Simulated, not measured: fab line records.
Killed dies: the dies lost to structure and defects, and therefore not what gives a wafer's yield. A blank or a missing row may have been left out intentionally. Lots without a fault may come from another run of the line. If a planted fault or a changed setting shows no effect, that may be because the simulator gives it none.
Chamber matching / flow n5 finfet / 4 sister chambers for N5_MOL_CONTACT_COAG_ETCH_106 on rie diel-06
The step etches SOC in N2/H2, target depth 80 nm, overetch 16 nm, time 120 s. 20 wafers are shown with their chamber, then 10 later ones without.

WAFERS, EACH WITH ITS CHAMBER
wafer=L076.1; chamber=0; showerhead plenum p Torr (Torr)=2.72; drypump motor current A (A)=5.56; throttle valve pct (%)=17.8
wafer=L076.4; chamber=2; showerhead plenum p Torr (Torr)=2.70; drypump motor current A (A)=5.75; throttle valve pct (%)=17.3
wafer=L076.5; chamber=1; showerhead plenum p Torr (Torr)=2.49; drypump motor current A (A)=5.60; throttle valve pct (%)=17.7
wafer=L080.1; chamber=2; showerhead plenum p Torr (Torr)=2.70; drypump motor current A (A)=5.75; throttle valve pct (%)=17.3
wafer=L080.2; chamber=3; showerhead plenum p Torr (Torr)=2.61; drypump motor current A (A)=5.26; throttle valve pct (%)=17.7
wafer=L080.6; chamber=1; showerhead plenum p Torr (Torr)=2.48; drypump motor current A (A)=5.61; throttle valve pct (%)=17.7
wafer=L083.2; chamber=0; showerhead plenum p Torr (Torr)=2.71; drypump motor current A (A)=5.59; throttle valve pct (%)=17.9
wafer=L083.3; chamber=1; showerhead plenum p Torr (Torr)=2.48; drypump motor current A (A)=5.61; throttle valve pct (%)=17.7
wafer=L083.5; chamber=1; showerhead plenum p Torr (Torr)=2.48; drypump motor current A (A)=5.62; throttle valve pct (%)=17.7
wafer=L084.1; chamber=0; showerhead plenum p Torr (Torr)=2.71; drypump motor current A (A)=5.62; throttle valve pct (%)=17.8
wafer=L084.4; chamber=3; showerhead plenum p Torr (Torr)=2.61; drypump motor current A (A)=5.29; throttle valve pct (%)=17.8
wafer=L084.6; chamber=3; showerhead plenum p Torr (Torr)=2.61; drypump motor current A (A)=5.27; throttle valve pct (%)=17.8
wafer=L089.2; chamber=0; showerhead plenum p Torr (Torr)=2.71; drypump motor current A (A)=5.63; throttle valve pct (%)=17.9
wafer=L089.4; chamber=2; showerhead plenum p Torr (Torr)=2.69; drypump motor current A (A)=5.75; throttle valve pct (%)=17.3
wafer=L089.5; chamber=1; showerhead plenum p Torr (Torr)=2.48; drypump motor current A (A)=5.61; throttle valve pct (%)=17.7
wafer=L090.2; chamber=1; showerhead plenum p Torr (Torr)=2.47; drypump motor current A (A)=5.64; throttle valve pct (%)=17.8
wafer=L090.3; chamber=2; showerhead plenum p Torr (Torr)=2.69; drypump motor current A (A)=5.73; throttle valve pct (%)=17.3
wafer=L090.4; chamber=0; showerhead plenum p Torr (Torr)=2.70; drypump motor current A (A)=5.58; throttle valve pct (%)=17.9
wafer=L091.3; chamber=2; showerhead plenum p Torr (Torr)=2.69; drypump motor current A (A)=5.76; throttle valve pct (%)=17.3
wafer=L091.4; chamber=1; showerhead plenum p Torr (Torr)=2.47; drypump motor current A (A)=5.65; throttle valve pct (%)=17.7

SIGNATURES (averages over the wafers above)
reading=showerhead plenum p Torr; chamber 0=2.7100; chamber 1=2.4786; chamber 2=2.6940; chamber 3=2.6100; scatter within a chamber=0.00615
reading=drypump motor current A; chamber 0=5.5960; chamber 1=5.6200; chamber 2=5.7480; chamber 3=5.2733; scatter within a chamber=0.0198
reading=throttle valve pct; chamber 0=17.860; chamber 1=17.714; chamber 2=17.300; chamber 3=17.767; scatter within a chamber=0.0413
Rule: a wafer lies at a distance from a chamber equal to the root of the sum of squares, over the readings, of (its reading less the chamber's mean, divided by the reading's scatter). If the next closest chamber is less than 2 further off than the closest, the wafer can't be placed; otherwise it belongs to the closest. The scatter is the square root of a quotient: the sum, over the shown wafers, of each reading's squared deviation from its chamber's mean, divided by wafers minus chambers.

WAFERS WITHOUT THEIR CHAMBER
wafer=L091.6; showerhead plenum p Torr (Torr)=2.69; drypump motor current A (A)=5.75; throttle valve pct (%)=17.3
wafer=L092.4; showerhead plenum p Torr (Torr)=2.47; drypump motor current A (A)=5.63; throttle valve pct (%)=17.8
wafer=L092.5; showerhead plenum p Torr (Torr)=2.70; drypump motor current A (A)=5.61; throttle valve pct (%)=17.9
wafer=L092.6; showerhead plenum p Torr (Torr)=2.60; drypump motor current A (A)=5.28; throttle valve pct (%)=17.3
wafer=L093.1; showerhead plenum p Torr (Torr)=2.70; drypump motor current A (A)=5.60; throttle valve pct (%)=17.9
wafer=L093.2; showerhead plenum p Torr (Torr)=2.69; drypump motor current A (A)=5.77; throttle valve pct (%)=17.3
wafer=L093.4; showerhead plenum p Torr (Torr)=2.47; drypump motor current A (A)=5.63; throttle valve pct (%)=17.8
wafer=L094.1; showerhead plenum p Torr (Torr)=2.70; drypump motor current A (A)=5.56; throttle valve pct (%)=17.9
wafer=L094.2; showerhead plenum p Torr (Torr)=2.60; drypump motor current A (A)=5.28; throttle valve pct (%)=17.3
wafer=L094.3; showerhead plenum p Torr (Torr)=2.69; drypump motor current A (A)=5.74; throttle valve pct (%)=17.3

WHICH CHAMBER EACH ONE RAN IN
wafer=L091.6; from the rows above=2; in truth=2
wafer=L092.4; from the rows above=1; in truth=1
wafer=L092.5; from the rows above=0; in truth=0
wafer=L092.6; from the rows above=3; in truth=3
wafer=L093.1; from the rows above=0; in truth=0
wafer=L093.2; from the rows above=2; in truth=2
wafer=L093.4; from the rows above=1; in truth=1
wafer=L094.1; from the rows above=0; in truth=0
wafer=L094.2; from the rows above=3; in truth=3
wafer=L094.3; from the rows above=2; in truth=2
Placed correctly: 10 of 10. Can't be placed from these rows: 0. 0 placed wrongly.
